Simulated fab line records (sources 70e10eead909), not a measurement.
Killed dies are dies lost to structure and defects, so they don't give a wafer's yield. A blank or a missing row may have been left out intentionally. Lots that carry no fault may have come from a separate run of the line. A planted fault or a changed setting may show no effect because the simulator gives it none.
Which tool is to blame?    flow nand harc    Sampling: 11 lots, 33 wafers, 4 of 1302 route steps

WHAT EACH GAUGE READ, for each wafer
NHARC_P_GATE_CD_MEAS_91: the cd target is 2000 nm. Usual: cd nm at 2000.2 nm, with a standard deviation of 1.6.
lot   measured      on         cd nm (nm)                                 flag
L848  day 5 17:30   cd sem-03  1999.3 1999.5 1999.4                       
L850  day 6 12:59   cd sem-03  2002.7 2001.9 2001.7                       
L849  day 6 13:30   cd sem-02  2001.1 2000.5 2000.9                       
L851  day 7 01:43   cd sem-03  2001.5 2001.9 1999.6                       
L856  day 9 02:39   cd sem-03  1998.0 1998.1 1998.0                       
L857  day 9 13:38   cd sem-02  2002.1 2000.1 2002.8                       
L858  day 10 05:14  cd sem-02  1986.9 1984.8 1986.0 1987.1 1985.3 1986.4  OFF
L859  day 10 05:49  cd sem-03  2000.9 2001.2 2001.3                       
L867  day 13 12:04  cd sem-01  2002.5 1998.0 1999.2                       
L868  day 14 10:58  cd sem-02  1999.8 2001.5 2000.8                       
L870  day 15 00:32  cd sem-02  2000.1 1999.0 2003.2                       

WHAT TOOL EACH LOT RAN ON (gives the tool, then ch and the chambers of the sampled wafers, and finally the start)
lot   NHARC_P_GATE_ETCHBACK_37                       NHARC_P_GATE_STRIP_76                 NHARC_P_GATE_EXPOSE_88
L848  rie diel-05 ch 0,2,3, day 5 16:43 or earlier   plasma asher-02 ch 0,1, day 5 16:43   krf scanner-04 ch 0, day 5 17:20
L850  rie diel-03 ch 0,2,3, day 6 12:10 or earlier   plasma asher-01 ch 0,1, day 6 12:10   krf scanner-01 ch 0, day 6 12:50
L849  rie diel-06 ch 0,1,3, day 6 12:36 or earlier   plasma asher-02 ch 0,1, day 6 12:36   krf scanner-04 ch 0, day 6 13:21
L851  rie diel-05 ch 0,1,2, day 7 00:56 or earlier   plasma asher-01 ch 0,1, day 7 00:56   krf scanner-04 ch 0, day 7 01:34
L856  rie diel-05 ch 0,1,2, day 9 01:44 or earlier   plasma asher-01 ch 0,1, day 9 01:44   krf scanner-02 ch 0, day 9 02:30
L857  rie diel-06 ch 1,2,3, day 9 12:44 or earlier   plasma asher-01 ch 0,1, day 9 12:44   krf scanner-01 ch 0, day 9 13:29
L858  rie diel-05 ch 0,1,3, day 10 04:19 or earlier  plasma asher-02 ch 0,1, day 10 04:19  krf scanner-04 ch 0, day 10 05:05
L859  rie diel-06 ch 0,2, day 10 05:02 or earlier    plasma asher-01 ch 0,1, day 10 05:02  krf scanner-04 ch 0, day 10 05:40
L867  rie diel-03 ch 1,2,3, day 13 11:08 or earlier  plasma asher-01 ch 0,1, day 13 11:08  krf scanner-01 ch 0, day 13 11:54
L868  rie diel-03 ch 1,3, day 14 10:03 or earlier    plasma asher-01 ch 1, day 14 10:03    krf scanner-04 ch 0, day 14 10:49
L870  rie diel-05 ch 1,2, day 14 23:37 or earlier    plasma asher-02 ch 0,1, day 14 23:37  krf scanner-04 ch 0, day 15 00:23
- NHARC_P_GATE_ETCHBACK_37: etches the open film in CHF3/O2, target depth 34.5 nm, time 17.2 s.
- NHARC_P_GATE_STRIP_76: strips in O2.
- NHARC_P_GATE_EXPOSE_88: exposes mask P HVN, target cd 2000 nm.

WHAT THE TOOLS THEMSELVES READ (means of the sampled wafers that have a number; where no wafer has one, the mark that the record gives instead)
NHARC_P_GATE_ETCHBACK_37. Usual: value, then standard deviation, for each; bias w 200.1 W / 0.58; chf3 flow sccm 50.01 sccm / 0.14; drypump motor current A 5.7 A / 0.42; oes product au 0.95 a.u. / 0.033; rf vpp V 370.0 V / 2.6; showerhead plenum p Torr 2.38 Torr / 0.12; throttle valve pct 20.573 % / 0.01.
lot   tool         bias w (W)  chf3 flow sccm (sccm)  drypump motor current A (A)  oes product au (a.u.)  rf vpp V (V)  showerhead plenum p Torr (Torr)  throttle valve pct (%)  flag
L848  rie diel-05  200.4       49.84                  5.6                          0.93                   372.2         2.44                             20.581                  
L850  rie diel-03  199.4       50.16                  5.8                          0.93                   367.7         2.29                             20.561                  
L849  rie diel-06  199.9       49.92                  5.8                          0.93                   371.5         2.43                             20.567                  
L851  rie diel-05  199.9       50.05                  5.5                          0.93                   372.6         2.51                             20.564                  
L856  rie diel-05  199.6       50.07                  5.4                          0.95                   372.9         2.50                             20.572                  
L857  rie diel-06  200.0       50.08                  5.6                          0.92                   370.5         2.43                             20.583                  
L858  rie diel-05  200.6       50.11                  5.5                          0.92                   370.5         2.40                             20.571                  
L859  rie diel-06  199.9       50.04                  5.2                          0.94                   367.5         2.26                             20.571                  
L867  rie diel-03  199.5       50.11                  5.8                          1.01                   368.1         2.31                             20.579                  
L868  rie diel-03  200.3       49.87                  5.7                          0.93                   369.6         2.33                             20.572                  
L870  rie diel-05  200.9       50.04                  5.7                          0.92                   373.2         2.50                             20.579                  

NHARC_P_GATE_STRIP_76. Usual: drypump motor current A 6.08 A, standard deviation 0.21; heater power w 299 W, standard deviation 23.
lot   tool             drypump motor current A (A)  heater power w (W)  flag
L848  plasma asher-02  6.16                         290                 
L850  plasma asher-01  6.07                         315                 
L849  plasma asher-02  6.14                         287                 
L851  plasma asher-01  6.08                         313                 
L856  plasma asher-01  6.13                         299                 
L857  plasma asher-01  6.13                         297                 
L858  plasma asher-02  5.94                         285                 
L859  plasma asher-01  6.10                         307                 
L867  plasma asher-01  6.11                         301                 
L868  plasma asher-01  6.15                         283                 
L870  plasma asher-02  5.94                         284                 

NHARC_P_GATE_EXPOSE_88. Usual: exposure dose mJ cm2 11.871, standard deviation 0.012; stage vel mm s 500.01 mm/s, standard deviation 0.26.
lot   tool            exposure dose mJ cm2  stage vel mm s (mm/s)  flag
L848  krf scanner-04  11.878                500.01                 
L850  krf scanner-01  11.863                499.56                 
L849  krf scanner-04  11.857                500.25                 
L851  krf scanner-04  11.881                499.77                 
L856  krf scanner-02  11.875                500.26                 
L857  krf scanner-01  11.871                499.82                 
L858  krf scanner-04  11.883                500.13                 
L859  krf scanner-04  11.882                500.08                 
L867  krf scanner-01  11.880                500.10                 
L868  krf scanner-04  11.872                499.61                 
L870  krf scanner-04  11.882                500.08                 

THE ANSWER, worked out from the rows above alone
Rule: lot off if the mean of its wafers having a number is beyond 3 standard deviations from the usual mean. A lot without any number at a reading at which 4 lots or more have one is off too. All remaining lots with rows at the step are treated as sound. First the gauges in route order, then the tools' own readings, where a lot's mean is used as printed above. The first step at which some lot is off is used, and at that step the reading that is off furthest; a lot without a number counts as furthest.
Off, at NHARC_P_GATE_CD_MEAS_91 on cd nm: L858.
If a tool, at a process step before that reading, ran all the lots that are off and no sound lot after the first of them, it fits. Gauges at NHARC_P_GATE_CD_MEAS_91: tried the same way as those tools. With no start given for some of its lots, NHARC_P_GATE_ETCHBACK_37 uses the hours and lot order of NHARC_P_GATE_STRIP_76. No candidate that was tried fits.

WHAT THE SIMULATOR HAD INSERTED
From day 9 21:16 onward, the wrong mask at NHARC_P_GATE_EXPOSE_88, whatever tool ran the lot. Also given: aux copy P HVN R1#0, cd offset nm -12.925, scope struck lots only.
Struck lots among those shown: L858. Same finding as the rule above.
